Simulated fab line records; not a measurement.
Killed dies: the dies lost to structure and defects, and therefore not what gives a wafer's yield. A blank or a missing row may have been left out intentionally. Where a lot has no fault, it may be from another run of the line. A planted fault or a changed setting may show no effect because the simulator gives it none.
A struck lot beside a sound one    flow n5 finfet    41 out of 1938 route steps
Sound: these wafers, L623.2, L623.3, L623.4. Wafers struck: L634.4, L634.5, L634.6. Last of all comes the cause.
For every step that has rows: the tool of each side, followed by ch and its chambers, followed by its first start. Under that, the readings that differ: sound wafers    struck wafers    difference of the means    sigmas: that difference in standard deviations of wafers without a fault.
alike: a reading whose means differ by less than 2 such deviations, as well as words and numbers matching on both sides. not compared: withheld readings; readings where some wafer has no value; bounds like >300 that might hide an equal value; numbers whose values overlap and for which the record gives no deviation.
A row with sigmas, a row that says differs or no value, or rows on one side alone: a step with any of these is where the two part. Non-overlapping numbers with no deviation appear without sigmas and do not part them. Lack of a reading on every wafer of one side parts them only where that side has two or more wafers.

first, 10 steps without rows for these wafers: N5_PMOS_HMC_CHANNEL_EPI_PRECLEAN_37 (cleans in O3/DIW, time 45 s); N5_PMOS_HMC_CHANNEL_EPI_PRECLEAN_24 (cleans in DHF, time 30 s); N5_PMOS_HMC_CHANNEL_EPI_SRD_25 (time 30 s); N5_PMOS_HMC_CHANNEL_EPI_EPI_26 (deposits Si from SiH4/H2, target thk 3.8 nm, time 22.7 s); N5_FIN_SAQP_PRECLEAN_42 (cleans in O3/DIW, time 60 s); N5_FIN_SAQP_PRECLEAN_00 (cleans in SC1, time 60 s); N5_FIN_SAQP_PRECLEAN_44 (cleans in SC2, time 45 s); N5_FIN_SAQP_SRD_01 (time 30 s); N5_FIN_SAQP_ALD_61 (deposits SiO2, target thk 4 nm, pulse time 1 s, purge time 2 s); N5_FIN_SAQP_DENSIFY_62 (time 60 s).
N5_FIN_SAQP_HM_DEP_03: deposits SiNx from SiH4/NH3/N2, target thk 38 nm, time 33.6 s.
  sound on pecvd-03 ch 0,1,2, day 2 15:35; struck on pecvd-04 ch 0,1,2, day 5 08:55
  no value came back on the struck wafers for any of 6 readings (chamber pressure Torr (Torr), heater power outer w (W) and others); on the sound wafers chamber pressure Torr (Torr) reads 1.500 1.505 1.499
N5_FIN_SAQP_THK_MEAS_05:
  struck on film metro-02, day 5 08:58; sound on film metro-02, day 2 15:40
reading      sound           struck       difference  sigmas
thk nm (nm)  37.9 37.4 38.2  4.0 4.1 4.1  -33.8       -72
then, 24 steps without rows for these wafers: N5_FIN_SAQP_PECVD_47 (deposits a-Si from SiH4/He, target thk 45 nm, time 36.3 s); N5_FIN_SAQP_PECVD_48 (deposits SiNx from SiH4/NH3/N2, target thk 25 nm, time 22.1 s); N5_FIN_SAQP_PECVD_06 (deposits a-Si from SiH4/He, target thk 60 nm, time 48.1 s); N5_FIN_SAQP_HM_DEP_72 (deposits SiO2 from SiH4/N2O, target thk 12 nm, time 7.2 s); N5_FIN_SAQP_COAT_49 (time 60 s, resist thk 100 nm); N5_FIN_SAQP_COAT_50 (time 60 s, resist thk 35 nm); N5_FIN_SAQP_COAT_10 (resist thk 90 nm); N5_FIN_SAQP_EBR_12; N5_FIN_SAQP_SOFTBAKE_11 (time 60 s); N5_FIN_SAQP_EXPOSE_13 (exposes mask FIN CORE, target cd 35.6 nm); N5_FIN_SAQP_PEB_14 (peb time 60 s); N5_FIN_SAQP_DEVELOP_15 (develop time 30 s); N5_FIN_SAQP_DESCUM_21 (chemistry O2, time 7.9 s); N5_FIN_SAQP_ETCH_51 (etches SiARC in CF4, target depth 45.5 nm, time 75.8 s); N5_FIN_SAQP_ETCH_52 (etches SOC in N2/H2, target depth 100 nm, overetch 20 nm, time 150 s); N5_FIN_SAQP_STRIP_53 (strips in N2/H2); N5_FIN_SAQP_HM_OPEN_73 (chemistry CHF3/O2, target SiO2, stops on a-Si, target depth 12 nm, time 16.8 s); N5_FIN_SAQP_STRIP_74 (strips in CHF3/O2); N5_FIN_SAQP_MANDREL_ETCH_22 (etches a-Si in HBr/Cl2, stops on SiNx, target depth 60 nm, bt time 10 s, time 30 s); N5_FIN_SAQP_STRIP_55 (strips in N2/H2); N5_FIN_SAQP_STRIP_23 (strips in SPM, time 750 s); N5_FIN_SAQP_SRD_66 (time 30 s); N5_FIN_SAQP_RECESS_75 (chemistry HF/NH3, target SiO2, target depth 14.4 nm, afs cycles 3, sublimation time 60 s); N5_FIN_SAQP_SPACER1_ALD_24 (deposits SiO2, target thk 20.3 nm, pulse time 1 s, purge time 2 s).
N5_FIN_SAQP_CD_MEAS_31 targets a cd of 8 nm.
  sound on cd sem-01 ch 0, day 3 03:24; struck on cd sem-01 ch 0, day 5 14:01
reading     sound           struck  difference                     sigmas
cd nm (nm)  7.90 7.93 7.84  - - -   no value on the struck wafers  
N5_FIN_SAQP_HM_OPEN_33: chemistry CH3F/O2, target SiNx, target depth 49.4 nm, time 70.6 s.
  sound on rie diel-03 ch 1,2,3, day 3 03:28; struck on rie diel-06 ch 1,2,3, day 5 14:04
reading                    sound              struck          difference  sigmas
etch rf on time s (s)      68.3 68.7 71.1     6.0 6.0 6.0     -63.4       -45
oes product au (a.u.)      0.73 0.64 0.59     0.33 0.29 0.32  -0.34       -5
model.etch.depth nm (nm)   37.21 36.79 37.61  0 0 0           -37         
model.FIN_SAQP.cd nm (nm)  8 8 8              8.6 8.8 8.6     +0.7        
  alike: chamber pressure mTorr, drypump motor current A, rf vpp V, showerhead plenum p Torr, throttle valve pct
  not compared: rf hours counter h
N5_FIN_SAQP_ETCH_34: etches SiO2 in C4F6/O2, target depth 45 nm, time 15 s.
  sound on rie diel-03 ch 1,2,3, day 3 03:32; struck on rie diel-06 ch 1,2,3, day 5 14:08
reading                                    sound              struck          difference  sigmas
oes product au (a.u.)                      0.75 0.63 0.59     1.13 1.01 1.17  +0.45       +7
model.SiO2_of_FIN_SAQP_ALD_61.thk nm (nm)  4.005 4.003 4.002  0 0 0           -4          
model.FIN_SAQP.cd nm (nm)                  8.2 8.2 8          8.6 8.6 8.6     +0.5        
  alike: chamber pressure mTorr, drypump motor current A, etch rf on time s, rf vpp V, showerhead plenum p Torr, throttle valve pct
  not compared: rf hours counter h
N5_BEOL_M4_RC_MEAS_101:
  the record has rows for the sound wafers here (prober-01 ch 0, day 9 23:47) and none for the struck ones
-- a jump in the record: the struck wafers' starts before and after are 11 days apart (it breaks off in module BEOL_M4 and resumes in module PASSIVATION, where the first step shown is number 1936 of the route) --
N5_PASSIVATION_PROBE_49:
  record: rows for the struck wafers here (prober-02, day 16 15:49), none for the sound ones

WHERE THEY PART
Last at N5_PASSIVATION_PROBE_49 as far as this record goes, first at N5_FIN_SAQP_HM_DEP_03.

WHY: what had been put in by the simulator
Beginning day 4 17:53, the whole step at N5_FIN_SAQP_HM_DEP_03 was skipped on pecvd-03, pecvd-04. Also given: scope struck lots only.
